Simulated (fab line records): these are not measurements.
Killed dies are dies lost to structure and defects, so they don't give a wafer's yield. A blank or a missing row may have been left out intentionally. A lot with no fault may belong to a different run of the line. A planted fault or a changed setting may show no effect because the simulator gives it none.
A lot that was struck, set against a sound lot    flow n5_finfet    35 steps out of a route of 1938
Sound: these wafers, L121.2, L121.5, L121.6. Struck: wafer L114.4. (L114.2, L114.6 of the same lot were not struck and are left out.) The cause comes at the end.
At each step with rows: each side's tool, then ch and its chambers, then its first start. Under that, the readings that differ: sound wafers    struck wafers    difference of the means    sigmas: that difference in standard deviations of wafers without a fault.
alike: same words and numbers on both sides, and readings whose means sit less than 2 such deviations apart. not compared: any withheld reading, any reading some wafer has no value for, any bound like >300 that may hide the same value, and any number with overlapping values for which the record gives no deviation.
A row with sigmas, a row that says differs or no value, or rows on one side alone: a step with any of these is where the two part. Numbers that don't overlap but have no deviation are shown without sigmas and don't part them. Lack of a reading on every wafer of one side parts them only where that side has two or more wafers.

first, 11 steps without rows for these wafers: N5_BEOL_M15_ETCH_61 (etches BARC in N2/H2, target depth 89 nm, overetch 26.7 nm, time 67.9 s); N5_BEOL_M15_TRENCH_ETCH_34 (etches SiO2 in C4F8/O2/Ar, target depth 872.93 nm, time 199 s); N5_BEOL_M15_STRIP_36 (strips in O2); N5_BEOL_M15_STRIP_62 (strips in O2); N5_BEOL_M15_STRIP_37 (strips in O2); N5_BEOL_M15_ETCH_38 (etches SiCN in CF4/N2, target depth 106.4 nm, time 120.5 s); N5_BEOL_M15_PRECLEAN_39 (cleans in residue remover, time 60 s); N5_BEOL_M15_SRD_40 (time 30 s, dry time 30 s); N5_BEOL_M15_DEGAS_41 (time 60 s); N5_BEOL_M15_PRE_CLEAN_42 (time 30 s); N5_BEOL_M15_SPUTTER_43 (material TaN, target thk 15 nm, time 24.19 s).
N5_BEOL_M15_SPUTTER_44: material Ta, target thk 15 nm, time 24.19 s.
  sound: pvd_sputter-02 at day 16 19:50; struck: pvd_sputter-03 at day 15 06:24
  alike: chamber_pressure_pa, throttle_valve_pct
then, 22 steps without rows for these wafers: N5_BEOL_M15_SPUTTER_45 (material Cu, target thk 100 nm, time 16.67 s); N5_BEOL_M15_ECD_47 (material Cu, target thk 1860 nm); N5_BEOL_M15_ANNEAL_48 (time 90 s); N5_BEOL_M15_CMP_49 (polishes, stops on SiO2, t overpolish 4.9 s, target thk 850 nm); N5_BEOL_M15_PRE_CLEAN_52 (time 15 s); N5_BEOL_M15_DEP_53 (deposits SiCN from 3MS/NH3, target thk 50 nm, time 17.8 s); N5_PASSIVATION_PECVD_00 (deposits SiO2 from SiH4/N2O, target thk 200 nm, time 11.2 s); N5_MIM_BOT_DEGAS_01 (time 60 s); N5_MIM_BOT_SPUTTER_00 (material TiN, target thk 35 nm, time 89.7 s); N5_MIM_TOP_ALD_00 (deposits Al2O3, purge time 3 s, co reactant pulse time 3 s); N5_MIM_TOP_ALD_01 (deposits HfO2, target thk 5.6 nm, pulse time 1 s, purge time 3 s); N5_MIM_TOP_ALD_02 (deposits Al2O3, purge time 3 s, co reactant pulse time 3 s); N5_MIM_TOP_DEGAS_04 (time 60 s); N5_MIM_TOP_SPUTTER_03 (material TiN, target thk 35 nm, time 89.7 s); N5_MIM_TOP_LITHO_HMDS_01 (time 60 s); N5_MIM_TOP_LITHO_COAT_02; N5_MIM_TOP_LITHO_EBR_04; N5_MIM_TOP_LITHO_SOFTBAKE_03 (time 90 s); N5_MIM_TOP_LITHO_EXPOSE_05 (exposes mask MIM TOP, target cd 2000 nm); N5_MIM_TOP_LITHO_PEB_06; N5_MIM_TOP_LITHO_DEVELOP_07 (develop time 60 s); N5_MIM_TOP_LITHO_HARDBAKE_09 (time 120 s).
N5_PASSIVATION_PROBE_49:
  sound: prober-01 at day 17 11:07; struck: prober-02 at day 15 23:22
reading                   sound           struck  difference  sigmas
defect_limited_yield (%)  91.5 92.4 88.1  83.3    -7.4        -5
killed_at_M4_up           9 20 17         132     +117        +19
killed_at_front_end       45 34 60        22      -24         -2
killed_dies               100 90 140      197     +87         +5
killed_on_rim             13 6 12         29      +19         +5
sort_bin_5_function (%)   4.8 4.3 7.2     10.8    +5.4        +6
sort_n_pass               1080 1090 1040  983     -87         -5
sort_yield_pct (%)        91.5 92.4 88.1  83.3    -7.4        -5
  alike: killed_at_M0_to_M3, killed_at_contacts, killed_at_other, killed_open, killed_short, sort_bin_6_memory

== WHERE THEY PART ==
Within this record, at N5_PASSIVATION_PROBE_49 only.

WHY: what the simulator had put in
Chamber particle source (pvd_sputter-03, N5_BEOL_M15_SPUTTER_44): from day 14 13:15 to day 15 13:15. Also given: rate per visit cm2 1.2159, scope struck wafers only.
